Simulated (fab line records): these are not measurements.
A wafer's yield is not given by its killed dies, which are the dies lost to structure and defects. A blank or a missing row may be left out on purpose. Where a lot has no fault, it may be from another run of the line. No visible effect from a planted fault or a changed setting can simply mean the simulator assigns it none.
fab line records / flow n5_finfet
[record] lots = 4 wafers = 11 last_day = 16
route steps=1938 shown BEOL_M4@1099 BEOL_M5@1112 BEOL_M9@1404 PASSIVATION@1936
lots that met no fault: taken from a fault-free run of the same line
start_h: hours from the record's first day to the start of the lot's first wafer shown / wait_h: how many hours have passed since the lot's step before this one / " unchanged from the row above / L1.1+2: one row covering several wafers at once / - no value present, or no start provided / * or withheld: withheld / < > ~ a bound
route shown NAME@n: a module of which the file shows steps, and the number in the route of the first / usual: mean/standard deviation of fault-free wafers / same: alike in all rows / chamber/n: place in a boat / sites: per-site readings / _std_site: the standard deviation of these / _edge_site: outer sites' mean less inner sites' / radius_mm: for every site, how far away it sits from the centre of the wafer / mask NAME#n: copy n / behind: tool/chamber where the wafer was last shaped / hold: why the lot was held/for how many hours/how that ended / device: which transistor (n, p or np) failed to switch / end of line: tests of these same wafers at the route's end / where a step has no rows: the recipe by itself / killed: at the first sort, the dies lost to defects and structure; wafer yield is something else / map: the dies of a wafer, with x for killed, . for not killed, _ for no die there
set.NAME: the setting the step ran with; set.NAME@STEP: the setting that earlier step ran with / model.NAME: the simulator's own value behind a step, which no gauge read
a table for each step, a row for each wafer; lots at some steps of the route
services: from which hour (start_h, from the record's first day; less than 0 if before it) a tool's chamber was out of use, for how many hours, and why
[[steps]]
[step N5_BEOL_M4_ANNEAL_95]
[recipe] temp_c = 400 time_s = 240 ambient = vacuum
[step N5_BEOL_M4_SPUTTER_96]
[recipe] material = Cu target_thk_a = 45 temp_c = -20 chamber_pressure_pa = 0.07 power_w = withheld time_s = 8.29
[step N5_BEOL_M4_ECD_50]
[recipe] material = Cu target_thk_a = 3000
[step N5_BEOL_M4_ANNEAL_51]
[recipe] temp_c = 225 time_s = 90 ambient = N2
[step N5_BEOL_M4_CMP_52]
[recipe] stop_on = SiOC t_overpolish_s = 6.8 down_force_psi = 1 platen_rpm = 50 clearing_platen_down_force_psi = 1.5 clearing_platen_rpm = 50 post_cmp_clean = cu_alkaline target_thk_nm = 40 clearing_platen_pad_velocity_m_s = 0.99484 pad_velocity_m_s = 0.99484
[step N5_BEOL_M4_PRE_CLEAN_60]
[recipe] gas = NH3/H2 time_s = 15 temp_c = * rf_power_w = 300
[step N5_BEOL_M4_CO_CAP_55]
[recipe] material = Co target_thk_a = 20 temp_c = 200 precursor = CCTBA/H2 pressure_torr = 30 time_s = 102.1
[step N5_BEOL_M4_PRE_CLEAN_56]
[recipe] gas = NH3 time_s = 15 temp_c = withheld rf_power_w = 300
[step N5_BEOL_M4_DEP_57]
[recipe] material = SiCN target_thk_a = 80 temp_c = withheld precursor = 3MS/NH3 pressure_torr = 3 rf_w = 202 time_s = 14
[step N5_BEOL_M4_RC_MEAS_101]
[usual] DIBL_N = 36.0/1.9 DIBL_P = 35.6/2.4 IOFF_N = 0.16/0.036 IOFF_P = 0.21/0.04 ION_N = 673/14 ION_P = 460/8.9 SS_N = 71.5/0.67 SS_P = 73.2/0.73 VT_N = 249/3.6 VT_P = -250/3.7
lot.wafer=L433.1 tool=prober-01 chamber=0 start_h=221.62 wait_h=0.0 DIBL_N[mV/V]=36.1 DIBL_P[mV/V]=36.6 IOFF_N[nA/um]=0.17 IOFF_P[nA/um]=0.21 ION_N[uA/um]=684 ION_P[uA/um]=473 SS_N[mV/dec]=71.1 SS_P[mV/dec]=73.4 VT_N[mV]=249 VT_P[mV]=-250
lot.wafer=L433.4 tool=prober-01 chamber=0 start_h=221.62 wait_h=0.0 DIBL_N[mV/V]=34.8 DIBL_P[mV/V]=32.8 IOFF_N[nA/um]=0.13 IOFF_P[nA/um]=0.15 ION_N[uA/um]=640 ION_P[uA/um]=442 SS_N[mV/dec]=71.3 SS_P[mV/dec]=72.5 VT_N[mV]=253 VT_P[mV]=-255
lot.wafer=L433.5 tool=prober-01 chamber=0 start_h=221.62 wait_h=0.0 DIBL_N[mV/V]=34.0 DIBL_P[mV/V]=33.2 IOFF_N[nA/um]=0.13 IOFF_P[nA/um]=0.17 ION_N[uA/um]=673 ION_P[uA/um]=471 SS_N[mV/dec]=70.6 SS_P[mV/dec]=72.1 VT_N[mV]=253 VT_P[mV]=-252
lot.wafer=L436.1 tool=prober-01 chamber=0 start_h=246.12 wait_h=0.0 DIBL_N[mV/V]=33.9 DIBL_P[mV/V]=32.7 IOFF_N[nA/um]=0.12 IOFF_P[nA/um]=0.17 ION_N[uA/um]=657 ION_P[uA/um]=450 SS_N[mV/dec]=70.6 SS_P[mV/dec]=71.4 VT_N[mV]=254 VT_P[mV]=-252
lot.wafer=L436.2 tool=prober-01 chamber=0 start_h=246.12 wait_h=0.0 DIBL_N[mV/V]=36.7 DIBL_P[mV/V]=36.8 IOFF_N[nA/um]=0.18 IOFF_P[nA/um]=0.22 ION_N[uA/um]=688 ION_P[uA/um]=464 SS_N[mV/dec]=71.3 SS_P[mV/dec]=72.5 VT_N[mV]=247 VT_P[mV]=-249
lot.wafer=L442.1 tool=prober-02 chamber=0 start_h=276.05 wait_h=0.0 DIBL_N[mV/V]=36.6 DIBL_P[mV/V]=35.9 IOFF_N[nA/um]=0.16 IOFF_P[nA/um]=0.20 ION_N[uA/um]=647 ION_P[uA/um]=445 SS_N[mV/dec]=72.7 SS_P[mV/dec]=73.7 VT_N[mV]=253 VT_P[mV]=-256
lot.wafer=L442.5 tool=prober-02 chamber=0 start_h=276.05 wait_h=0.0 DIBL_N[mV/V]=34.3 DIBL_P[mV/V]=35.3 IOFF_N[nA/um]=0.13 IOFF_P[nA/um]=0.18 ION_N[uA/um]=679 ION_P[uA/um]=460 SS_N[mV/dec]=70.9 SS_P[mV/dec]=72.6 VT_N[mV]=252 VT_P[mV]=-252
lot.wafer=L442.6 tool=prober-02 chamber=0 start_h=276.05 wait_h=0.0 DIBL_N[mV/V]=34.0 DIBL_P[mV/V]=33.4 IOFF_N[nA/um]=0.13 IOFF_P[nA/um]=0.17 ION_N[uA/um]=678 ION_P[uA/um]=466 SS_N[mV/dec]=71.1 SS_P[mV/dec]=72.8 VT_N[mV]=252 VT_P[mV]=-253
lot.wafer=L441.3 tool=prober-02 chamber=0 start_h=281.68 wait_h=0.3 DIBL_N[mV/V]=39.8 DIBL_P[mV/V]=41.1 IOFF_N[nA/um]=0.30 IOFF_P[nA/um]=0.33 ION_N[uA/um]=706 ION_P[uA/um]=480 SS_N[mV/dec]=72.0 SS_P[mV/dec]=74.4 VT_N[mV]=242 VT_P[mV]=-242
lot.wafer=L441.5 tool=prober-02 chamber=0 start_h=281.68 wait_h=0.3 DIBL_N[mV/V]=40.8 DIBL_P[mV/V]=42.4 IOFF_N[nA/um]=0.30 IOFF_P[nA/um]=0.37 ION_N[uA/um]=708 ION_P[uA/um]=474 SS_N[mV/dec]=73.0 SS_P[mV/dec]=75.8 VT_N[mV]=241 VT_P[mV]=-242
lot.wafer=L441.6 tool=prober-02 chamber=0 start_h=281.68 wait_h=0.3 DIBL_N[mV/V]=33.8 DIBL_P[mV/V]=33.6 IOFF_N[nA/um]=0.14 IOFF_P[nA/um]=0.19 ION_N[uA/um]=673 ION_P[uA/um]=464 SS_N[mV/dec]=71.3 SS_P[mV/dec]=73.3 VT_N[mV]=251 VT_P[mV]=-250
[step N5_BEOL_M5_ILD_DEP_00]
[recipe] material = SiCOH_lowk target_thk_a = 1406.4 temp_c = 300 precursor = DEMS/porogen pressure_torr = 5 rf_w = 500 time_s = 25.9
[step N5_BEOL_M5_CURE_79]
[recipe] temp_c = 385 time_s = 240 ambient = He/Ar material = SiCOH_lowk
[step N5_BEOL_M5_PECVD_70]
[recipe] material = SiO2 target_thk_a = 160 temp_c = 400 precursor = TEOS/O2 pressure_torr = 5.5 rf_w = 450 teos_flow_sccm = 53.8 gas = O2 flow_sccm = 3000 time_s = 18
[step N5_BEOL_M5_HM_DEP_02]
[recipe] material = TiN target_thk_a = 200 temp_c = 25 chamber_pressure_pa = 0.49996
[step N5_BEOL_M5_COAT_59]
[recipe] resist = SOC temp_c = 250 time_s = 60 spin_rpm = 1500 resist_thk_nm = 60
[step N5_BEOL_M5_COAT_60]
[recipe] resist = SiARC temp_c = 220 time_s = 60 spin_rpm = 1500 resist_thk_nm = 12
[step N5_BEOL_M5_COAT_71]
[recipe] resist = underlayer temp_c = 205 time_s = 60 spin_rpm = 1500 resist_thk_nm = 5
[step N5_BEOL_M5_COAT_05]
[recipe] resist = CAR-EUV spin_rpm = 1500 resist_thk_nm = 30
[step N5_BEOL_M5_EBR_07]
[recipe] solvent = PGMEA ebr_width_mm = 1.5
[step N5_BEOL_M5_SOFTBAKE_06]
[recipe] temp_c = 110 time_s = 60 resist = CAR-EUV
[step N5_BEOL_M5_EXPOSE_08]
[recipe] mask_id = M5 na = 0.33 source_shape = annular sigma_inner = 0.4 sigma_outer = 0.8 polarization = unpolarized target_cd_nm = 28 dose_mj = 35.75
[step N5_BEOL_M5_PEB_09]
[recipe] peb_temp_c = 100 peb_time_s = 60 resist = CAR-EUV
[step N5_BEOL_M5_DEVELOP_10]
[recipe] develop_time_s = 30 developer = TMAH resist = CAR-EUV rinse_liquid = surfactant_rinse dry = air_spin dev_temp_c = 23
[step N5_BEOL_M5_DESCUM_16]
[recipe] chemistry = O2 time_s = 7 source_power_w = 50 bias_power_w = 20 pressure_mtorr = 20 rf_frequency_hz = 2.712e+07 temp_c = 40 resist = CAR-EUV o2_flow_sccm = 225
[step N5_BEOL_M5_ETCH_72]
[recipe] chemistry = N2/H2 target = underlayer target_depth_a = 65 mask_material = CAR-EUV time_s = 5.2 ion_energy_ev = 200 pressure_mtorr = 30 source_w = 840 bias_w = 150 n2_flow_sccm = 200 h2_flow_sccm = 200 ends = cleared
[step N5_BEOL_M5_ETCH_61]
[recipe] chemistry = CF4 target = SiARC target_depth_a = 156 mask_material = CAR-EUV time_s = 26 ion_energy_ev = 80 pressure_mtorr = 40 source_w = 545 bias_w = 36 Ar_flow_sccm = 100 cf4_flow_sccm = 100 ends = cleared
[step N5_BEOL_M5_ETCH_62]
[recipe] chemistry = N2/H2 target = SOC target_depth_a = 750 overetch_a = 150 mask_material = SiARC temp_c = 40 time_s = 112.5 ion_energy_ev = 200 pressure_mtorr = 30 source_w = 840 bias_w = 150 n2_flow_sccm = 200 h2_flow_sccm = 200
[step N5_BEOL_M5_STRIP_63]
[recipe] chemistry = N2/H2 temp_c = 40 n2_flow_sccm = 200 h2_flow_sccm = 200 rf_frequency_hz = 6e+07
[step N5_BEOL_M5_STRIP_73]
[recipe] chemistry = N2/H2 temp_c = 40 n2_flow_sccm = 200 h2_flow_sccm = 200 rf_frequency_hz = 6e+07
[step N5_BEOL_M5_STRIP_64]
[recipe] chemistry = CF4 resist = SiARC power_w = 300 bias_power_w = 75 pressure_mtorr = 50 cf4_flow_sccm = 150 rf_frequency_hz = 6e+07
[step N5_BEOL_M5_HM_OPEN_17]
[recipe] chemistry = Cl2/BCl3 target_depth_a = 200 overetch_a = 60 target = TiN mask_material = SOC ion_energy_ev = 150 pressure_mtorr = 10 icp_w = 1000 bias_w = 126 Cl2_flow_sccm = 53.25 bcl3_flow_sccm = 21.75 Ar_flow_sccm = 25
[step N5_BEOL_M5_STRIP_19]
[recipe] chemistry = O2 power_w = 400 temp_c = 40 pressure_mtorr = 30 rf_frequency_hz = 6e+07 bias_power_w = 0 overash_fraction = 0.2 o2_flow_sccm = 225
[step N5_BEOL_M5_COAT_65]
[recipe] resist = SOC temp_c = 250 time_s = 60 spin_rpm = 1500 resist_thk_nm = 60
[step N5_BEOL_M5_COAT_66]
[recipe] resist = SiARC temp_c = 220 time_s = 60 spin_rpm = 1500 resist_thk_nm = 12
[step N5_BEOL_M9_PECVD_70]
[recipe] material = SiO2 target_thk_a = 200 temp_c = 400 precursor = TEOS/O2 pressure_torr = 5.5 rf_w = 450 teos_flow_sccm = 53.8 gas = O2 flow_sccm = 3000 time_s = 22.7
[usual] chamber_pressure_Torr = 5.498/0.012 heater_power_outer_w = 415/63 heater_power_w = 693/86 rf_fwd_power_W = 444.9/2.2 showerhead_plenum_p_Torr = 8.77/0.053 throttle_valve_pct = 22.8/0.73
lot.wafer=L433.1 tool=pecvd-04 chamber=1 start_h=259.23 wait_h=0.0 chamber_pressure_Torr=5.497 heater_power_outer_w=461 heater_power_w=763 rf_fwd_power_W=442.8 showerhead_plenum_p_Torr=8.83 throttle_valve_pct=22.1
lot.wafer=L433.4 tool=pecvd-04 chamber=2 start_h=259.23 wait_h=0.0 chamber_pressure_Torr=5.484 heater_power_outer_w=414 heater_power_w=696 rf_fwd_power_W=447.0 showerhead_plenum_p_Torr=8.73 throttle_valve_pct=23.0
lot.wafer=L433.5 tool=pecvd-04 chamber=1 start_h=259.23 wait_h=0.0 chamber_pressure_Torr=5.491 heater_power_outer_w=486 heater_power_w=776 rf_fwd_power_W=442.8 showerhead_plenum_p_Torr=8.83 throttle_valve_pct=22.4
lot.wafer=L436.1 tool=pecvd-02 chamber=1 start_h=281.71 wait_h=0.0 chamber_pressure_Torr=5.496 heater_power_outer_w=465 heater_power_w=731 rf_fwd_power_W=444.2 showerhead_plenum_p_Torr=8.70 throttle_valve_pct=22.8
lot.wafer=L436.2 tool=pecvd-02 chamber=0 start_h=281.71 wait_h=0.0 chamber_pressure_Torr=5.485 heater_power_outer_w=550 heater_power_w=900 rf_fwd_power_W=447.4 showerhead_plenum_p_Torr=8.83 throttle_valve_pct=23.5
lot.wafer=L442.1 tool=pecvd-02 chamber=1 start_h=312.02 wait_h=0.0 chamber_pressure_Torr=- heater_power_outer_w=- heater_power_w=- rf_fwd_power_W=- showerhead_plenum_p_Torr=- throttle_valve_pct=-
lot.wafer=L442.5 tool=pecvd-02 chamber=1 start_h=312.02 wait_h=0.0 chamber_pressure_Torr=- heater_power_outer_w=- heater_power_w=- rf_fwd_power_W=- showerhead_plenum_p_Torr=- throttle_valve_pct=-
lot.wafer=L442.6 tool=pecvd-02 chamber=0 start_h=312.02 wait_h=0.0 chamber_pressure_Torr=- heater_power_outer_w=- heater_power_w=- rf_fwd_power_W=- showerhead_plenum_p_Torr=- throttle_valve_pct=-
lot.wafer=L441.3 tool=pecvd-02 chamber=1 start_h=318.15 wait_h=0.1 chamber_pressure_Torr=- heater_power_outer_w=- heater_power_w=- rf_fwd_power_W=- showerhead_plenum_p_Torr=- throttle_valve_pct=-
lot.wafer=L441.5 tool=pecvd-02 chamber=0 start_h=318.15 wait_h=0.1 chamber_pressure_Torr=- heater_power_outer_w=- heater_power_w=- rf_fwd_power_W=- showerhead_plenum_p_Torr=- throttle_valve_pct=-
lot.wafer=L441.6 tool=pecvd-02 chamber=1 start_h=318.15 wait_h=0.1 chamber_pressure_Torr=- heater_power_outer_w=- heater_power_w=- rf_fwd_power_W=- showerhead_plenum_p_Torr=- throttle_valve_pct=-
[step N5_PASSIVATION_PROBE_49]
[usual] defect_limited_yield = 91.2/1.4 killed_at_M0_to_M3 = 32/9.3 killed_at_M4_up = 14/4.9 killed_at_contacts = 15/7.5 killed_at_front_end = 40/11 killed_at_other = 4/3.3 killed_dies = 104/17 killed_on_rim = 13/4.2 killed_open = 68/14 killed_short = 33/7.9 sort_bin_4_leakage = 0/0 sort_bin_5_function = 5.2/0.99 sort_bin_6_memory = 3.2/0.65 sort_bin_8_speed = 0.03/0.19 sort_n_pass = 1076/17 sort_yield_pct = 91.1/1.5
[same] gross_dies = 1180 killed_at_back_side = 0
lot.wafer=L433.1 tool=prober-02 chamber=- start_h=319.79 wait_h=0.0 defect_limited_yield[%]=89.7 killed_at_M0_to_M3=40 killed_at_M4_up=11 killed_at_contacts=16 killed_at_front_end=44 killed_at_other=10 killed_dies=121 killed_on_rim=20 killed_open=90 killed_short=26 sort_bin_4_leakage[%]=0 sort_bin_5_function[%]=6.1 sort_bin_6_memory[%]=3.6 sort_bin_8_speed[%]=0 sort_n_pass=1059 sort_yield_pct[%]=89.7
lot.wafer=L433.4 tool=prober-02 chamber=- start_h=319.94 wait_h=0.2 defect_limited_yield[%]=91.4 killed_at_M0_to_M3=37 killed_at_M4_up=16 killed_at_contacts=20 killed_at_front_end=25 killed_at_other=3 killed_dies=101 killed_on_rim=12 killed_open=72 killed_short=28 sort_bin_4_leakage[%]=0 sort_bin_5_function[%]=4.8 sort_bin_6_memory[%]=3.4 sort_bin_8_speed[%]=1.95 sort_n_pass=1056 sort_yield_pct[%]=89.5
lot.wafer=L433.5 tool=prober-02 chamber=- start_h=319.99 wait_h=0.2 defect_limited_yield[%]=89.7 killed_at_M0_to_M3=54 killed_at_M4_up=7 killed_at_contacts=23 killed_at_front_end=34 killed_at_other=4 killed_dies=122 killed_on_rim=13 killed_open=84 killed_short=38 sort_bin_4_leakage[%]=0 sort_bin_5_function[%]=6.3 sort_bin_6_memory[%]=3.6 sort_bin_8_speed[%]=0 sort_n_pass=1058 sort_yield_pct[%]=89.7
lot.wafer=L436.1 tool=prober-02 chamber=- start_h=346.06 wait_h=0.0 defect_limited_yield[%]=89.2 killed_at_M0_to_M3=27 killed_at_M4_up=16 killed_at_contacts=20 killed_at_front_end=54 killed_at_other=10 killed_dies=127 killed_on_rim=17 killed_open=83 killed_short=41 sort_bin_4_leakage[%]=0 sort_bin_5_function[%]=6.3 sort_bin_6_memory[%]=3.9 sort_bin_8_speed[%]=0 sort_n_pass=1053 sort_yield_pct[%]=89.2
lot.wafer=L436.2 tool=prober-02 chamber=- start_h=346.11 wait_h=0.1 defect_limited_yield[%]=89.0 killed_at_M0_to_M3=49 killed_at_M4_up=12 killed_at_contacts=30 killed_at_front_end=33 killed_at_other=6 killed_dies=130 killed_on_rim=16 killed_open=97 killed_short=32 sort_bin_4_leakage[%]=0 sort_bin_5_function[%]=6.0 sort_bin_6_memory[%]=4.6 sort_bin_8_speed[%]=0 sort_n_pass=1050 sort_yield_pct[%]=89.0
lot.wafer=L442.1 tool=prober-02 chamber=- start_h=374.93 wait_h=0.0 defect_limited_yield[%]=61.7 killed_at_M0_to_M3=22 killed_at_M4_up=366 killed_at_contacts=6 killed_at_front_end=53 killed_at_other=5 killed_dies=452 killed_on_rim=114 killed_open=61 killed_short=25 sort_bin_4_leakage[%]=0 sort_bin_5_function[%]=33.9 sort_bin_6_memory[%]=3.2 sort_bin_8_speed[%]=0 sort_n_pass=728 sort_yield_pct[%]=61.7
lot.wafer=L442.5 tool=prober-02 chamber=- start_h=375.13 wait_h=0.2 defect_limited_yield[%]=62.3 killed_at_M0_to_M3=29 killed_at_M4_up=357 killed_at_contacts=8 killed_at_front_end=48 killed_at_other=3 killed_dies=445 killed_on_rim=116 killed_open=67 killed_short=27 sort_bin_4_leakage[%]=0 sort_bin_5_function[%]=34.1 sort_bin_6_memory[%]=3.3 sort_bin_8_speed[%]=0 sort_n_pass=735 sort_yield_pct[%]=62.3
lot.wafer=L442.6 tool=prober-02 chamber=- start_h=375.18 wait_h=0.3 defect_limited_yield[%]=63.2 killed_at_M0_to_M3=20 killed_at_M4_up=350 killed_at_contacts=9 killed_at_front_end=54 killed_at_other=1 killed_dies=434 killed_on_rim=114 killed_open=55 killed_short=37 sort_bin_4_leakage[%]=0 sort_bin_5_function[%]=33.0 sort_bin_6_memory[%]=3.1 sort_bin_8_speed[%]=0 sort_n_pass=746 sort_yield_pct[%]=63.2
lot.wafer=L441.3 tool=prober-02 chamber=- start_h=378.52 wait_h=0.1 defect_limited_yield[%]=63.3 killed_at_M0_to_M3=33 killed_at_M4_up=323 killed_at_contacts=17 killed_at_front_end=60 killed_at_other=0 killed_dies=433 killed_on_rim=108 killed_open=69 killed_short=32 sort_bin_4_leakage[%]=0.17 sort_bin_5_function[%]=31.4 sort_bin_6_memory[%]=3.2 sort_bin_8_speed[%]=0 sort_n_pass=745 sort_yield_pct[%]=63.1
lot.wafer=L441.5 tool=prober-02 chamber=- start_h=378.62 wait_h=0.2 defect_limited_yield[%]=63.1 killed_at_M0_to_M3=39 killed_at_M4_up=319 killed_at_contacts=18 killed_at_front_end=58 killed_at_other=1 killed_dies=435 killed_on_rim=102 killed_open=89 killed_short=36 sort_bin_4_leakage[%]=0 sort_bin_5_function[%]=32.4 sort_bin_6_memory[%]=4.0 sort_bin_8_speed[%]=0 sort_n_pass=745 sort_yield_pct[%]=63.1
lot.wafer=L441.6 tool=prober-02 chamber=- start_h=378.67 wait_h=0.3 defect_limited_yield[%]=61.6 killed_at_M0_to_M3=42 killed_at_M4_up=324 killed_at_contacts=22 killed_at_front_end=64 killed_at_other=1 killed_dies=453 killed_on_rim=116 killed_open=83 killed_short=44 sort_bin_4_leakage[%]=0 sort_bin_5_function[%]=32.5 sort_bin_6_memory[%]=4.1 sort_bin_8_speed[%]=0 sort_n_pass=727 sort_yield_pct[%]=61.6
// killed by level:class
L433.1 MOL_CONTACT_COAG:geometric_particle:open=15 BEOL_M3:geometric_particle:open=13 BEOL_M0_SAQP:geometric_particle:open=11 STI_FIN_REVEAL:geometric_particle:open=9 FIN_SAQP:geometric_particle:open=8 BEOL_M0_SAQP:geometric_particle:short=7 DUMMY_GATE:geometric_particle:open=5 BEOL_M4:geometric_particle:open=5
L433.4 MOL_CONTACT_COAG:geometric_particle:open=16 BEOL_M0_SAQP:geometric_particle:short=13 STI_FIN_REVEAL:geometric_particle:open=11 BEOL_M4:geometric_particle:open=9 BEOL_M3:geometric_particle:open=7 BEOL_M1:geometric_particle:open=5 MOL_CONTACT_COAG:geometric_particle:short=4 BEOL_M0_SAQP:geometric_particle:open=4
L433.5 BEOL_M3:geometric_particle:open=30 MOL_CONTACT_COAG:geometric_particle:open=15 FIN_SAQP:geometric_particle:open=9 BEOL_M3:geometric_particle:short=9 MOL_CONTACT_COAG:geometric_particle:short=8 GATE_CUT:geometric_particle:short=6 STI_FIN_REVEAL:geometric_particle:open=5 BEOL_M0_SAQP:geometric_particle:open=4
L436.1 MOL_CONTACT_COAG:geometric_particle:open=16 FIN_SAQP:geometric_particle:open=10 STI_FIN_REVEAL:geometric_particle:open=10 BEOL_M4:geometric_particle:open=10 GATE_CUT:geometric_particle:short=9 STI_FIN_REVEAL:geometric_particle:short=7 BEOL_M0_SAQP:geometric_particle:open=6 BEOL_M2:geometric_particle:open=5
L436.2 MOL_CONTACT_COAG:geometric_particle:open=26 STI_FIN_REVEAL:geometric_particle:open=17 BEOL_M0_SAQP:geometric_particle:open=14 BEOL_M0:geometric_particle:open=8 BEOL_M0_SAQP:geometric_particle:short=7 GATE_CUT:geometric_particle:open=5 BEOL_M2:geometric_particle:short=5 BEOL_M3:geometric_particle:open=5
L442.1 BEOL_M9:area_pecvd=357 FIN_SAQP:geometric_particle:open=11 STI_FIN_REVEAL:geometric_particle:open=7 BEOL_M0_SAQP:geometric_particle:open=6 ILD0:geometric_particle:open=5 BEOL_M0_SAQP:geometric_particle:short=5 MOL_CONTACT_COAG:geometric_particle:open=5 BEOL_M3:geometric_particle:open=5
L442.5 BEOL_M9:area_pecvd=350 FIN_SAQP:geometric_particle:open=14 FIN_SAQP:geometric_particle:short=9 MOL_CONTACT_COAG:geometric_particle:open=8 BEOL_M1:geometric_particle:open=7 ILD0:geometric_particle:open=7 STI_FIN_REVEAL:geometric_particle:open=6 BEOL_M3:geometric_particle:open=6
L442.6 BEOL_M9:area_pecvd=340 FIN_SAQP:geometric_particle:short=13 FIN_SAQP:geometric_particle:open=10 STI_FIN_REVEAL:geometric_particle:open=7 MOL_CONTACT_COAG:geometric_particle:open=6 BEOL_M4:geometric_particle:open=6 DUMMY_GATE:geometric_particle:short=5 GATE_CUT:geometric_particle:open=4
L441.3 BEOL_M9:area_pecvd=311 HKMG_FIN:area_etch=20 MOL_CONTACT_COAG:geometric_particle:open=15 BEOL_M1:geometric_particle:open=10 BEOL_M0_SAQP:geometric_particle:short=9 BEOL_M0_SAQP:geometric_particle:open=8 STI_FIN_REVEAL:geometric_particle:open=7 DUMMY_GATE:geometric_particle:open=7
L441.5 BEOL_M9:area_pecvd=310 MOL_CONTACT_COAG:geometric_particle:open=15 STI_FIN_REVEAL:geometric_particle:open=14 DUMMY_GATE:geometric_particle:open=9 BEOL_M0_SAQP:geometric_particle:open=9 BEOL_M2:geometric_particle:open=8 BEOL_M1:geometric_particle:open=7 FIN_SAQP:geometric_particle:open=5
L441.6 BEOL_M9:area_pecvd=309 HKMG_FIN:area_etch=17 MOL_CONTACT_COAG:geometric_particle:open=15 BEOL_M1:geometric_particle:open=11 FIN_SAQP:geometric_particle:open=9 BEOL_M2:geometric_particle:open=9 BEOL_M4:geometric_particle:open=8 STI_FIN_REVEAL:geometric_particle:open=7
// map L441.6 (x killed, . not)
_________________xx.xxxxx.xxx________________
______________xx.xxxxxxxxxxxxxxx_____________
___________xx.xx..x.x.xx.xx..xxxxxx__________
__________xxxxxx......xxx.x.......xx_________
________xxxxxx.x.x....xxx.x...xxx.xxxx_______
_______xxxx.xxxx.....xx...x.....x..xxxx______
______xxxx.x.xx..xx................xx.x._____
_____xxxxxxx.x.x.xx........xx....xxx.xxxx____
____xxxxxxxx.x..xx.....x.........x....xxxx___
___xxxx.x.x....x..x..........x....x...x..xx__
___xxxx.xxx.......x.x........x......xxx.x.x__
__xxxx.x..xxxx......................x....xx._
__x.xx..x.x..x....xx.xx............x...x...x_
_xx...xxxxx.x.x........xx.......x.....x.x.xxx
_.x..xxx.x...........x...xxx..xx..........x..
_xxxxx.....x....x....................x.x..xx.
_x...xxx......x..............x.....x...x..x.x
_xxx.xx..xx..............x......x..x.......xx
_xxxx.xxx.x...............x.....x.x.......xxx
_.x.x.x.x....xx..x...xxx.....x.....x.......xx
_xxx.xxxx.........x...x...x....xx..x........x
__x..x..xx..x.x....xxx....x........x....xxx._
__xxxxx..xx...x.....x.x.x...xx.x...x..xx.xxx_
___.xxxxx..xx....x....x......xx.....xx.x.x.__
___xxxx.xx........xx..........xx.....x.xxx.__
____.x.x.x.x.........x...x.......xxxxx...x___
_____x.xxxx.....x......xx....x........xxx____
______xx.xxxxx....x.x........x.......x.x_____
_______xxxxx..x..xx...................x______
________.xxxxx.x....xx....x..x......xx_______
__________x.x..xx.....x.......xx..xx_________
___________x..x.xx....x.x.x.x...x.x__________
______________x..xxxxx...xxxxxx._____________
_________________xx.xx....xx.________________
// map L442.1 (x killed, . not)
_________________xxxxxxxx.xxx________________
______________xxxxxxxx.x...xxxx._____________
___________xxxxxxxxxxx..xx.xx.xxxxx__________
__________xxxxx.xx..xxxxxxxxxx.xxx.x_________
________xx.xxxxxxx.x.x..x.x.x..xxxx.xx_______
_______xxxxxxxxx...xxx......xxx.xx....x______
______xxxxxx.x.....xxx.x....x....x..xxx._____
_____xxxxxxx.xx.x...x...xx....x.x.xxxxx..____
____xxxxxx..x...x.x....x............x.x.xx___
___xxxxxx.x.......x..x.x.x..xx.....xx.x.x.x__
___xxx.xxxx.x......x............x........x.__
__xxx..x.........x...x......x.x.....x...x.xx_
__xxxxx.x.x....x...x.................x..xxxx_
_xx..xxx.xx.....xx..............x...x...xxxxx
_xxxxx.x.xx..xx..x.........x............x.xxx
_xxxxxxx.x.x.........x...x............x......
_xxx..x.x........xx...........x..x...x...x...
_xxxx.xx................x.......x.x.x.x......
_xxx.x...x.........x.................xx.....x
_xxxxxx...x..x.......xx.................x..xx
_xxxxxxx.x..................x....x..........x
__x.xxxxxx.......................x....x.x.x._
__xxxx.xxx..x..x.x...............x.....x.x.._
___xx...xx...................x...x......xxx__
___xxx.xxxx.x...x..........xx..x....x..x.xx__
____xx.xx...x..............x....x.xx......___
_____..x.xxx.x...........xx.x...x.xxx..xx____
______.x.xx..x.x...x...x..xxx........x.x_____
_______xxxx...x.x..x........x...xx.x...______
________xx.x......x....x........x....x_______
__________x.xxxx.x.xx......x...x...x_________
___________xx.x.xxx.xx....x..xxxxx.__________
______________xx.xxx..x.....x..x_____________
_________________xxxxx.xxxx.x________________
[[services]]
tool=pecvd-02 chamber=- start_h=236.17 hours=23.9 kind=repair
tool=pecvd-04 chamber=1 start_h=244.42 hours=4.1 kind=repair
tool=pecvd-02 chamber=1 start_h=288.13 hours=5.0 kind=repair
tool=pecvd-02 chamber=2 start_h=313.28 hours=5.5 kind=scheduled_down
[[key]]
[first_sign] step = N5_BEOL_M9_PECVD_70 reading = tool_record direction = missing
[effect] step = N5_PASSIVATION_PROBE_49 reading = killed_at_M4_up direction = up sigmas = 66 usual = 14 struck = 340
[more_kills_born_at] N5_BEOL_M9_PECVD_70@pecvd-02 = 1976
met_at N5_BEOL_M9_PECVD_70
struck_wafers L441.3,L441.5,L441.6,L442.1,L442.5,L442.6
[baseline_loss] step = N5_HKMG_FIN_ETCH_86 wafers = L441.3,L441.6
onset_between 281.71 312.02
[fault] kind = skipped_step_whole tool = pecvd-02 chamber = - onset_h = 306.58 steps = N5_BEOL_M9_PECVD_70 scope = struck_lots_only
// baseline_loss: these wafers lose ten dies or more at that step, a loss of the line's own and not of a fault; the sort's usual values leave them out
